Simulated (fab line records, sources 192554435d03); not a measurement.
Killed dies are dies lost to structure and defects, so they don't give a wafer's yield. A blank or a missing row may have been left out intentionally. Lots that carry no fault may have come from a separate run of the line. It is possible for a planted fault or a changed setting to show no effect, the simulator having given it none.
A struck lot beside a sound one	flow n5 finfet	15 steps out of a route of 1938
Sound: wafers L761.1, L761.2, L761.4. Struck: wafer L769.4 (L769.5, L769.6, from the same lot, were not struck and are left out); the cause is given at the end.
Per side, at each step with rows, come the tool, then ch with its chambers, and then its first start. Under that, the readings that differ: sound wafers	struck wafers	difference of the means	sigmas: that difference in standard deviations of wafers without a fault.
alike: readings with means less than 2 such deviations apart, plus words and numbers identical on both sides. not compared: withheld readings, readings lacking a value on some wafer, bounds such as >300 that could conceal the same value, and numbers that have no deviation in the record and whose values overlap.
The two part at a step that has a row with sigmas, a row that says differs or no value, or rows on one side only. Numbers that have no deviation but don't overlap get no sigmas and don't part them. Lack of a reading on every wafer of one side parts them only where that side has two or more wafers.

N5_BEOL_M6_OVL_MEAS_29:
  sound on overlay-02 ch 0, day 11 17:35; struck on overlay-01 ch 0, day 13 13:50
  alike: V5_OVL
N5_BEOL_M6_INSPECT_30: inspects for defects (brightfield).
  sound on defect inspect-01, day 11 17:38; struck on defect inspect-02, day 13 13:53
  alike: raw defect count
then, 2 steps without rows for these wafers: N5_BEOL_M6_DESCUM_33 (chemistry O2, time 7 s); N5_BEOL_M6_ETCH_72 (etches underlayer in N2/H2, target depth 6.5 nm, time 5.2 s).
N5_BEOL_M6_ETCH_65: etches SiARC in CF4, target depth 15.6 nm, time 26 s.
  sound on rie diel-01 ch 0,1,2, day 11 17:51; struck on rie diel-01 ch 2, day 13 13:58
  alike: bias w, drypump motor current A, etch rf on time s, oes product au, rf vpp V, showerhead plenum p Torr, throttle valve pct
  not compared: rf hours counter h
N5_BEOL_M6_ETCH_66: etches SOC in N2/H2, target depth 80 nm, overetch 16 nm, time 120 s.
  sound on rie diel-01 ch 0,1,2, day 11 17:53; struck on rie diel-01 ch 2, day 13 13:59
  alike: bias w, drypump motor current A, oes product au, rf vpp V, showerhead plenum p Torr, temp c, throttle valve pct
  not compared: rf hours counter h
then, 2 steps without rows for these wafers: N5_BEOL_M6_STRIP_69 (strips in N2/H2); N5_BEOL_M6_STRIP_73 (strips in N2/H2).
N5_BEOL_M6_VIA_ETCH_34: etches SiCOH lowk in C4F6/O2, target depth 126.3 nm, time 50.9 s.
  sound on rie diel-01 ch 0,1,2, day 11 17:59; struck on rie diel-01 ch 2, day 13 14:05
  alike: bias w, drypump motor current A, oes product au, rf vpp V, showerhead plenum p Torr, throttle valve pct
  not compared: rf hours counter h
then, 1 step without rows for these wafers: N5_BEOL_M6_STRIP_76 (strips in C4F6/O2).
N5_BEOL_M6_STRIP_36: strips in N2/H2.
  sound on rie diel-01 ch 0,1,2, day 11 18:02; struck on rie diel-01 ch 2, day 13 14:08
  alike: drypump motor current A, oes product au, rf vpp V, showerhead plenum p Torr, temp c, throttle valve pct
  not compared: rf hours counter h
N5_BEOL_M6_TRENCH_ETCH_37: etches SiCOH lowk in C4F6/O2, target depth 94.435 nm, time 31.5 s.
  sound: rie diel-01 ch 0,1,2; struck: rie diel-01 ch 2
  alike: bias w, drypump motor current A, oes product au, rf vpp V, showerhead plenum p Torr, throttle valve pct
  not compared: rf hours counter h
N5_BEOL_M6_ETCH_41: etches SiCN in CH3F/O2, target depth 29.7 nm, time 52 s.
  sound on rie diel-01 ch 0,1,2, day 11 18:07; struck on rie diel-01 ch 2, day 13 14:13
reading	sound	struck	difference	sigmas
oes product au (a.u.)	0.83 0.79 0.82	0.97	+0.16	+3
model.etch.depth nm (nm)	19.62 19.58 19.53	25.82	+6.24	
  alike: bias w, drypump motor current A, rf vpp V, showerhead plenum p Torr, throttle valve pct
  not compared: rf hours counter h
then, 1 step without rows for these wafers: N5_BEOL_M6_STRIP_80 (strips in N2/H2, time 10 s).
-- the record jumps here: 4 days lie between the struck wafers' starts before and after (it left off in module BEOL_M6 and takes up again in module PASSIVATION, whose first step shown is number 1936 of the route) --
N5_PASSIVATION_PROBE_49:
  sound on prober-02, day 15 09:44; struck on prober-01, day 17 04:49
  alike: defect limited yield, killed_at_M0_to_M3, killed_at_M4_up, killed at contacts, killed at front end, killed at other, killed dies, killed open, killed short, sort_bin_4_leakage, sort_bin_5_function, sort_bin_6_memory, sort_bin_8_speed, sort n pass

== WHERE THEY PART ==
N5_BEOL_M6_ETCH_41 only, going by this record. Later steps at which nothing parts them and some readings are alike: N5_PASSIVATION_PROBE_49.

WHY: whatever the simulator had introduced
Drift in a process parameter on rie diel-01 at N5_BEOL_M6_ETCH_41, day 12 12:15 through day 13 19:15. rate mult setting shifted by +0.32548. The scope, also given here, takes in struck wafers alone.
